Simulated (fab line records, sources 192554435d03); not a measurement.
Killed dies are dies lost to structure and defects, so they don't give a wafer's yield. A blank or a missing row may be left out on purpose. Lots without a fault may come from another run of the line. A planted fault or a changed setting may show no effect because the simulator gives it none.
Which tool did it? | flow n5_finfet | 24 lots, 72 wafers sampled, at 6 steps of a route of 1938

WHAT THE GAUGES READ, wafer by wafer
The record holds no reading of a measuring or inspecting step that can be judged against a usual standard deviation.

WHICH TOOL RAN EACH LOT (tool, then ch and the chambers of the sampled wafers, then the start)
lot  | N5_BEOL_M6_DESCUM_16               | N5_BEOL_M6_STRIP_36                | N5_BEOL_M6_DEGAS_44          | N5_BEOL_M7_STRIP_67                | N5_BEOL_M7_CURE_75            | N5_BEOL_M8_PECVD_70
L074 | rie_diel-02 ch 1,2, day 8 11:13    | rie_diel-06 ch 0,3, day 8 14:06    | pvd_sputter-03, day 8 15:16  | rie_diel-03 ch 2,3, day 8 18:48    | uv_cure-03 ch 0, day 8 20:26  | pecvd-04 ch 0,1, day 9 00:46
L075 | rie_diel-05 ch 0,2, day 8 11:31    | rie_diel-06 ch 1,2, day 8 13:42    | pvd_sputter-02, day 8 14:29  | rie_diel-01 ch 0,1, day 8 18:22    | uv_cure-03 ch 1, day 8 19:56  | pecvd-03 ch 0,1,2, day 8 22:40
L076 | rie_diel-02 ch 1,2,3, day 9 00:49  | rie_diel-06 ch 1,2,3, day 9 03:02  | pvd_sputter-02, day 9 03:45  | rie_diel-04 ch 1,3, day 9 09:56    | uv_cure-01 ch 0, day 9 13:00  | pecvd-01 ch 0,1, day 9 15:53
L077 | rie_diel-02 ch 1,2, day 9 04:52    | rie_diel-02 ch 0,1, day 9 06:14    | pvd_sputter-01, day 9 09:06  | rie_diel-04 ch 0,2,3, day 9 13:45  | uv_cure-02 ch 1, day 9 16:25  | pecvd-04 ch 0,1,2, day 9 19:58
L078 | rie_diel-05 ch 0,1,2, day 9 13:46  | rie_diel-06 ch 0,1,2, day 9 15:42  | pvd_sputter-03, day 9 17:06  | rie_diel-03 ch 0,1, day 9 21:49    | uv_cure-03 ch 1, day 10 01:39 | pecvd-01 ch 0, day 10 05:06
L080 | rie_diel-05 ch 0,1,2, day 9 18:54  | rie_diel-06 ch 0,1, day 9 20:43    | pvd_sputter-02, day 9 21:28  | rie_diel-01 ch 0,1,3, day 10 05:10 | uv_cure-01 ch 0, day 10 07:24 | pecvd-04 ch 1,2, day 10 11:55
L079 | rie_diel-02 ch 0,1,3, day 9 21:49  | rie_diel-02 ch 0,2,3, day 10 01:23 | pvd_sputter-01, day 10 02:31 | rie_diel-04 ch 0,1,2, day 10 08:14 | uv_cure-02 ch 2, day 10 09:32 | pecvd-04 ch 0,2, day 10 13:20
L081 | rie_diel-06 ch 0,1,2, day 10 04:47 | rie_diel-02 ch 0,1,2, day 10 06:29 | pvd_sputter-02, day 10 07:44 | rie_diel-03 ch 2,3, day 10 11:05   | uv_cure-03 ch 1, day 10 13:10 | pecvd-03 ch 0,1, day 10 17:55
L082 | rie_diel-05 ch 0,2,3, day 10 05:23 | rie_diel-05 ch 0,2,3, day 10 06:55 | pvd_sputter-01, day 10 07:52 | rie_diel-01 ch 0,2,3, day 10 13:14 | uv_cure-02 ch 0, day 10 15:11 | pecvd-03 ch 0,1, day 10 19:22
L083 | rie_diel-05 ch 0,1, day 10 20:47   | rie_diel-05 ch 0,1, day 10 23:57   | pvd_sputter-03, day 11 02:05 | rie_diel-04 ch 1,2, day 11 06:24   | uv_cure-02 ch 1, day 11 10:09 | pecvd-03 ch 0,1,2, day 11 12:56
L084 | rie_diel-05 ch 1,3, day 11 06:05   | rie_diel-02 ch 0,1, day 11 09:23   | pvd_sputter-03, day 11 10:32 | rie_diel-01 ch 0,1,2, day 11 14:31 | uv_cure-01 ch 0, day 11 16:31 | pecvd-01 ch 0,1,2, day 11 18:57
L086 | rie_diel-05 ch 2,3, day 11 07:04   | rie_diel-06 ch 1,2,3, day 11 09:17 | pvd_sputter-01, day 11 10:00 | rie_diel-04 ch 0,2, day 11 14:19   | uv_cure-03 ch 0, day 11 16:55 | pecvd-04 ch 1,2, day 11 19:52
L085 | rie_diel-05 ch 0,1,3, day 11 11:00 | rie_diel-06 ch 0,3, day 11 12:55   | pvd_sputter-03, day 11 13:52 | rie_diel-03 ch 1,2, day 11 17:44   | uv_cure-02 ch 1, day 11 20:10 | pecvd-03 ch 0,1,2, day 11 22:52
L087 | rie_diel-05 ch 1,3, day 11 21:07   | rie_diel-05 ch 0,1,3, day 11 22:53 | pvd_sputter-02, day 11 23:40 | rie_diel-04 ch 0,1, day 12 06:20   | uv_cure-01 ch 0, day 12 08:08 | pecvd-01 ch 0,1,2, day 12 11:28
L088 | rie_diel-02 ch 1,3, day 12 08:56   | rie_diel-06 ch 0,1,2, day 12 11:56 | pvd_sputter-03, day 12 13:00 | rie_diel-01 ch 0,1, day 12 19:02   | uv_cure-03 ch 2, day 12 21:06 | pecvd-03 ch 0,1,2, day 13 01:34
L089 | rie_diel-05 ch 0,2,3, day 12 09:04 | rie_diel-02 ch 0,1, day 12 12:06   | pvd_sputter-03, day 12 13:07 | rie_diel-04 ch 1,2,3, day 12 19:37 | uv_cure-01 ch 2, day 12 21:20 | pecvd-03 ch 1,2, day 13 02:21
L090 | rie_diel-02 ch 0,1,3, day 12 10:33 | rie_diel-05 ch 0,2,3, day 12 12:22 | pvd_sputter-01, day 12 14:00 | rie_diel-04 ch 0,3, day 12 19:19   | uv_cure-02 ch 2, day 12 21:08 | pecvd-04 ch 0,1,2, day 13 01:27
L091 | rie_diel-05 ch 0,1,2, day 13 00:56 | rie_diel-06 ch 2,3, day 13 02:08   | pvd_sputter-02, day 13 04:02 | rie_diel-01 ch 1,3, day 13 07:46   | uv_cure-01 ch 1, day 13 12:21 | pecvd-04 ch 0,2, day 13 15:34
L092 | rie_diel-06 ch 1,2, day 13 04:43   | rie_diel-06 ch 1,3, day 13 06:07   | pvd_sputter-03, day 13 07:18 | rie_diel-01 ch 0,1,2, day 13 12:44 | uv_cure-01 ch 1, day 13 16:14 | pecvd-03 ch 0,1, day 13 19:05
L093 | rie_diel-02 ch 1,3, day 13 09:14   | rie_diel-06 ch 0,2, day 13 11:16   | pvd_sputter-02, day 13 12:07 | rie_diel-01 ch 1,2,3, day 13 16:58 | uv_cure-02 ch 0, day 13 18:17 | pecvd-03 ch 0,1, day 13 21:04
L094 | rie_diel-02 ch 0,1,2, day 13 12:35 | rie_diel-02 ch 1,2,3, day 13 15:29 | pvd_sputter-03, day 13 16:35 | rie_diel-04 ch 0,1,3, day 13 20:25 | uv_cure-03 ch 1, day 13 23:05 | pecvd-01 ch 0,1,2, day 14 02:20
L095 | rie_diel-05 ch 0,2, day 13 17:04   | rie_diel-06 ch 0,2,3, day 13 18:16 | pvd_sputter-03, day 13 19:16 | rie_diel-03 ch 0,1,3, day 13 23:55 | uv_cure-03 ch 2, day 14 03:36 | pecvd-03 ch 0,1,2, day 14 07:16
L096 | rie_diel-06 ch 0,2,3, day 14 03:26 | rie_diel-05 ch 1,2,3, day 14 04:37 | pvd_sputter-01, day 14 05:20 | rie_diel-04 ch 0,3, day 14 09:59   | uv_cure-02 ch 1, day 14 13:17 | pecvd-04 ch 0,2, day 14 16:17
L097 | rie_diel-02 ch 1,2, day 14 05:49   | rie_diel-05 ch 0,1, day 14 08:55   | pvd_sputter-03, day 14 09:46 | rie_diel-01 ch 0,2,3, day 14 14:33 | uv_cure-03 ch 0, day 14 16:05 | pecvd-04 ch 0,1,2, day 14 19:56
- N5_BEOL_M6_DESCUM_16: chemistry O2, time 7.9 s.
- N5_BEOL_M6_STRIP_36: strips in N2/H2.
- N5_BEOL_M6_DEGAS_44: time 60 s.
- N5_BEOL_M7_STRIP_67: strips in CF4.
- N5_BEOL_M7_CURE_75: cures SiCOH lowk, time 120 s.
- N5_BEOL_M8_PECVD_70: deposits SiO2 from TEOS/O2, target thk 20 nm, time 22.7 s.

WHAT THE TOOLS THEMSELVES READ (means of the sampled wafers that have a number; where no wafer has one, the mark that the record gives instead)
N5_BEOL_M6_DESCUM_16. Usual: drypump_motor_current_A 5.7 A, standard deviation 0.54; oes_product_au 0.77 a.u., standard deviation 0.069; rf_vpp_V 243.6 V, standard deviation 1.1; showerhead_plenum_p_Torr 2.13 Torr, standard deviation 0.054; throttle_valve_pct 20.5 %, standard deviation 0.32.
lot  | tool        | drypump_motor_current_A (A) | oes_product_au (a.u.) | rf_vpp_V (V) | showerhead_plenum_p_Torr (Torr) | throttle_valve_pct (%) | flag
L074 | rie_diel-02 | 5.9                         | 0.71                  | 242.8        | 2.07                            | 20.5                   |
L075 | rie_diel-05 | 5.3                         | 0.77                  | 244.0        | 2.13                            | 20.5                   |
L076 | rie_diel-02 | 5.8                         | 0.72                  | 243.5        | 2.08                            | 20.7                   |
L077 | rie_diel-02 | 5.5                         | 0.71                  | 242.9        | 2.08                            | 20.7                   |
L078 | rie_diel-05 | 5.5                         | 0.78                  | 243.8        | 2.13                            | 20.5                   |
L080 | rie_diel-05 | 5.5                         | 0.77                  | 242.5        | 2.13                            | 20.5                   |
L079 | rie_diel-02 | 6.2                         | 0.76                  | 243.5        | 2.12                            | 20.5                   |
L081 | rie_diel-06 | 5.9                         | 0.71                  | 244.0        | 2.11                            | 20.6                   |
L082 | rie_diel-05 | 5.3                         | 0.77                  | 244.6        | 2.16                            | 20.4                   |
L083 | rie_diel-05 | 6.0                         | 0.80                  | 242.7        | 2.11                            | 20.7                   |
L084 | rie_diel-05 | 6.0                         | 0.80                  | 244.0        | 2.15                            | 20.6                   |
L086 | rie_diel-05 | 5.3                         | 0.76                  | 244.4        | 2.20                            | 20.3                   |
L085 | rie_diel-05 | 5.7                         | 0.78                  | 243.9        | 2.14                            | 20.6                   |
L087 | rie_diel-05 | 5.7                         | 0.79                  | 244.3        | 2.18                            | 20.5                   |
L088 | rie_diel-02 | 6.1                         | 0.91                  | 242.6        | 2.06                            | 20.1                   |
L089 | rie_diel-05 | 5.3                         | 0.75                  | 245.0        | 2.16                            | 20.5                   |
L090 | rie_diel-02 | 6.2                         | 0.85                  | 243.7        | 2.11                            | 20.3                   |
L091 | rie_diel-05 | 5.5                         | 0.75                  | 243.6        | 2.12                            | 20.6                   |
L092 | rie_diel-06 | 5.6                         | 0.72                  | 243.8        | 2.11                            | 20.4                   |
L093 | rie_diel-02 | 6.0                         | 0.80                  | 243.4        | 2.07                            | 20.5                   |
L094 | rie_diel-02 | 6.0                         | 0.81                  | 243.8        | 2.10                            | 20.4                   |
L095 | rie_diel-05 | 5.1                         | 0.72                  | 243.8        | 2.13                            | 20.4                   |
L096 | rie_diel-06 | 5.9                         | 0.73                  | 242.9        | 2.08                            | 20.7                   |
L097 | rie_diel-02 | 5.9                         | 0.85                  | 243.4        | 2.05                            | 20.2                   |

N5_BEOL_M6_STRIP_36. Usual: drypump_motor_current_A 5.8 A, standard deviation 0.46; oes_product_au 0.75 a.u., standard deviation 0.062; rf_vpp_V 59.2 V, standard deviation 1.4; showerhead_plenum_p_Torr 2.56 Torr, standard deviation 0.055; throttle_valve_pct 23.75 %, standard deviation 0.29.
lot  | tool        | drypump_motor_current_A (A) | oes_product_au (a.u.) | rf_vpp_V (V) | showerhead_plenum_p_Torr (Torr) | throttle_valve_pct (%) | flag
L074 | rie_diel-06 | 5.9                         | 0.78                  | 59.3         | 2.54                            | 23.97                  |
L075 | rie_diel-06 | 5.6                         | 0.72                  | 60.4         | 2.60                            | 23.52                  |
L076 | rie_diel-06 | 5.6                         | 0.76                  | 60.2         | 2.57                            | 23.62                  |
L077 | rie_diel-02 | 6.4                         | 0.76                  | 59.3         | 2.57                            | 23.65                  |
L078 | rie_diel-06 | 5.9                         | 0.71                  | 58.3         | 2.56                            | 23.79                  |
L080 | rie_diel-06 | 5.9                         | 0.69                  | 59.2         | 2.57                            | 23.75                  |
L079 | rie_diel-02 | 5.8                         | 0.78                  | 60.2         | 2.58                            | 23.93                  |
L081 | rie_diel-02 | 6.0                         | 0.75                  | 59.1         | 2.57                            | 23.78                  |
L082 | rie_diel-05 | 5.3                         | 0.77                  | 59.5         | 2.60                            | 23.46                  |
L083 | rie_diel-05 | 5.7                         | 0.79                  | 61.8         | 2.54                            | 23.71                  |
L084 | rie_diel-02 | 6.4                         | 0.77                  | 58.6         | 2.64                            | 23.78                  |
L086 | rie_diel-06 | 5.6                         | 0.74                  | 58.0         | 2.57                            | 23.65                  |
L085 | rie_diel-06 | 5.9                         | 0.76                  | 60.5         | 2.53                            | 24.00                  |
L087 | rie_diel-05 | 5.7                         | 0.78                  | 59.5         | 2.58                            | 23.68                  |
L088 | rie_diel-06 | 5.9                         | 0.69                  | 59.4         | 2.55                            | 23.82                  |
L089 | rie_diel-02 | 6.4                         | 0.87                  | 59.1         | 2.63                            | 23.64                  |
L090 | rie_diel-05 | 5.3                         | 0.74                  | 60.4         | 2.59                            | 23.50                  |
L091 | rie_diel-06 | 5.6                         | 0.77                  | 58.8         | 2.54                            | 23.78                  |
L092 | rie_diel-06 | 5.7                         | 0.71                  | 60.1         | 2.58                            | 23.64                  |
L093 | rie_diel-06 | 5.8                         | 0.71                  | 58.3         | 2.52                            | 23.86                  |
L094 | rie_diel-02 | 5.8                         | 0.78                  | 58.2         | 2.51                            | 23.71                  |
L095 | rie_diel-06 | 5.9                         | 0.72                  | 58.1         | 2.52                            | 23.96                  |
L096 | rie_diel-05 | 5.5                         | 0.75                  | 60.5         | 2.60                            | 23.65                  |
L097 | rie_diel-05 | 5.8                         | 0.75                  | 58.9         | 2.53                            | 23.76                  |

N5_BEOL_M6_DEGAS_44. Usual: heater_power_w 322 W, standard deviation 25.
lot  | tool           | heater_power_w (W) | flag
L074 | pvd_sputter-03 | 362                |
L075 | pvd_sputter-02 | 322                |
L076 | pvd_sputter-02 | 297                |
L077 | pvd_sputter-01 | 317                |
L078 | pvd_sputter-03 | 318                |
L080 | pvd_sputter-02 | 306                |
L079 | pvd_sputter-01 | 335                |
L081 | pvd_sputter-02 | 295                |
L082 | pvd_sputter-01 | 330                |
L083 | pvd_sputter-03 | 328                |
L084 | pvd_sputter-03 | 313                |
L086 | pvd_sputter-01 | 326                |
L085 | pvd_sputter-03 | 350                |
L087 | pvd_sputter-02 | 311                |
L088 | pvd_sputter-03 | 341                |
L089 | pvd_sputter-03 | 340                |
L090 | pvd_sputter-01 | 319                |
L091 | pvd_sputter-02 | 316                |
L092 | pvd_sputter-03 | 343                |
L093 | pvd_sputter-02 | 286                |
L094 | pvd_sputter-03 | 318                |
L095 | pvd_sputter-03 | 342                |
L096 | pvd_sputter-01 | 325                |
L097 | pvd_sputter-03 | 341                |

N5_BEOL_M7_STRIP_67. Usual: drypump_motor_current_A 5.7 A, standard deviation 0.44; oes_product_au 0.77 a.u., standard deviation 0.09; rf_vpp_V 270.8 V, standard deviation 1.6; showerhead_plenum_p_Torr 1.78 Torr, standard deviation 0.052; throttle_valve_pct 13.66 %, standard deviation 0.26.
lot  | tool        | drypump_motor_current_A (A) | oes_product_au (a.u.) | rf_vpp_V (V) | showerhead_plenum_p_Torr (Torr) | throttle_valve_pct (%) | flag
L074 | rie_diel-03 | 5.4                         | 0.75                  | 269.9        | 1.77                            | 13.87                  |
L075 | rie_diel-01 | 5.5                         | 0.75                  | 272.5        | 1.84                            | 13.80                  |
L076 | rie_diel-04 | 6.0                         | 0.87                  | 271.1        | 1.77                            | 13.59                  |
L077 | rie_diel-04 | 5.4                         | 0.71                  | 270.0        | 1.77                            | 13.74                  |
L078 | rie_diel-03 | 5.7                         | 0.73                  | 272.3        | 1.83                            | 13.81                  |
L080 | rie_diel-01 | 5.7                         | 0.85                  | 270.8        | 1.79                            | 13.46                  |
L079 | rie_diel-04 | 5.5                         | 0.77                  | 270.5        | 1.77                            | 13.47                  |
L081 | rie_diel-03 | 5.3                         | 0.74                  | 271.7        | 1.81                            | 13.91                  |
L082 | rie_diel-01 | 5.8                         | 0.80                  | 271.2        | 1.78                            | 13.65                  |
L083 | rie_diel-04 | 5.8                         | 0.78                  | 271.4        | 1.82                            | 13.38                  |
L084 | rie_diel-01 | 5.8                         | 0.83                  | 270.9        | 1.81                            | 13.52                  |
L086 | rie_diel-04 | 5.0                         | 0.68                  | 270.2        | 1.74                            | 13.62                  |
L085 | rie_diel-03 | 5.6                         | 0.73                  | 268.9        | 1.74                            | 13.89                  |
L087 | rie_diel-04 | 5.2                         | 0.75                  | 269.1        | 1.72                            | 13.63                  |
L088 | rie_diel-01 | 5.7                         | 0.86                  | 271.9        | 1.83                            | 13.35                  |
L089 | rie_diel-04 | 5.9                         | 0.76                  | 270.5        | 1.80                            | 13.65                  |
L090 | rie_diel-04 | 5.1                         | 0.68                  | 270.2        | 1.71                            | 13.90                  |
L091 | rie_diel-01 | 5.9                         | 0.75                  | 269.1        | 1.75                            | 13.57                  |
L092 | rie_diel-01 | 5.9                         | 0.81                  | 272.1        | 1.81                            | 13.55                  |
L093 | rie_diel-01 | 6.0                         | 0.74                  | 271.0        | 1.77                            | 13.59                  |
L094 | rie_diel-04 | 5.6                         | 0.85                  | 269.8        | 1.74                            | 13.61                  |
L095 | rie_diel-03 | 5.6                         | 0.71                  | 272.2        | 1.82                            | 13.89                  |
L096 | rie_diel-04 | 5.5                         | 0.87                  | 270.2        | 1.75                            | 13.68                  |
L097 | rie_diel-01 | 5.8                         | 0.76                  | 270.4        | 1.77                            | 13.71                  |

N5_BEOL_M7_CURE_75. Usual: lamp_power_pct 52.31 %, standard deviation 0.054; wafer_temp_C_max 371.6, standard deviation 0.6.
lot  | tool       | lamp_power_pct (%) | wafer_temp_C_max | flag
L074 | uv_cure-03 | 52.32              | 371.9            |
L075 | uv_cure-03 | 52.33              | 371.1            |
L076 | uv_cure-01 | 52.30              | 371.9            |
L077 | uv_cure-02 | 52.30              | 371.2            |
L078 | uv_cure-03 | 52.35              | 371.1            |
L080 | uv_cure-01 | 52.26              | 371.8            |
L079 | uv_cure-02 | 52.29              | 370.8            |
L081 | uv_cure-03 | 52.26              | 371.1            |
L082 | uv_cure-02 | 52.28              | 371.2            |
L083 | uv_cure-02 | 52.27              | 371.2            |
L084 | uv_cure-01 | 52.30              | 372.2            |
L086 | uv_cure-03 | 52.31              | 371.9            |
L085 | uv_cure-02 | 52.38              | 371.5            |
L087 | uv_cure-01 | 52.33              | 372.1            |
L088 | uv_cure-03 | 52.34              | 372.2            |
L089 | uv_cure-01 | 52.37              | 371.5            |
L090 | uv_cure-02 | 52.28              | 371.4            |
L091 | uv_cure-01 | 52.36              | 372.6            |
L092 | uv_cure-01 | 52.25              | 372.4            |
L093 | uv_cure-02 | 52.28              | 371.2            |
L094 | uv_cure-03 | 52.32              | 371.1            |
L095 | uv_cure-03 | 52.33              | 372.0            |
L096 | uv_cure-02 | 52.26              | 371.0            |
L097 | uv_cure-03 | 52.31              | 371.8            |

N5_BEOL_M8_PECVD_70. Usual: heater_power_w 771 W, standard deviation 110; showerhead_plenum_p_Torr 8.75 Torr, standard deviation 0.031; throttle_valve_pct 22.2 %, standard deviation 1.5.
lot  | tool     | heater_power_w (W) | showerhead_plenum_p_Torr (Torr) | throttle_valve_pct (%) | flag
L074 | pecvd-04 | 810                | 8.73                            | 23.4                   |
L075 | pecvd-03 | 727                | 8.74                            | 21.8                   |
L076 | pecvd-01 | 760                | 8.73                            | 22.3                   |
L077 | pecvd-04 | 803                | 8.74                            | 22.8                   |
L078 | pecvd-01 | 782                | 8.73                            | 20.5                   |
L080 | pecvd-04 | 869                | 8.76                            | 22.6                   |
L079 | pecvd-04 | 779                | 8.73                            | 22.9                   |
L081 | pecvd-03 | 779                | 8.74                            | 21.1                   |
L082 | pecvd-03 | 740                | 8.75                            | 21.4                   |
L083 | pecvd-03 | 665                | 8.74                            | 21.9                   |
L084 | pecvd-01 | 726                | 8.74                            | 21.9                   |
L086 | pecvd-04 | 854                | 8.77                            | 22.8                   |
L085 | pecvd-03 | 717                | 8.74                            | 21.8                   |
L087 | pecvd-01 | 737                | 8.77                            | 21.8                   |
L088 | pecvd-03 | 744                | 8.74                            | 21.8                   |
L089 | pecvd-03 | 729                | 8.74                            | 21.4                   |
L090 | pecvd-04 | 860                | 8.75                            | 22.9                   |
L091 | pecvd-04 | 793                | 8.74                            | 22.8                   |
L092 | pecvd-03 | 786                | 8.74                            | 20.8                   |
L093 | pecvd-03 | 758                | 8.75                            | 21.0                   |
L094 | pecvd-01 | 762                | 8.76                            | 22.0                   |
L095 | pecvd-03 | 727                | 8.76                            | 21.9                   |
L096 | pecvd-04 | 769                | 8.75                            | 22.9                   |
L097 | pecvd-04 | 861                | 8.76                            | 22.7                   |

THE ANSWER, worked out from the rows above alone
Rule: a lot is off if the mean of its wafers that have a number lies more than 3 standard deviations from the usual mean. A lot without any number at a reading at which 4 lots or more have one is off too. The other lots that the step has rows for count as sound. The gauges are gone through in route order, then the tools' own readings, and for those a lot's mean is taken as printed above. The first step at which some lot is off is used, and at that step the reading that is off furthest; a lot without a number counts as furthest.
No lot is off at any reading shown: from this, nothing can be told.

WHAT THE SIMULATOR HAD PUT IN
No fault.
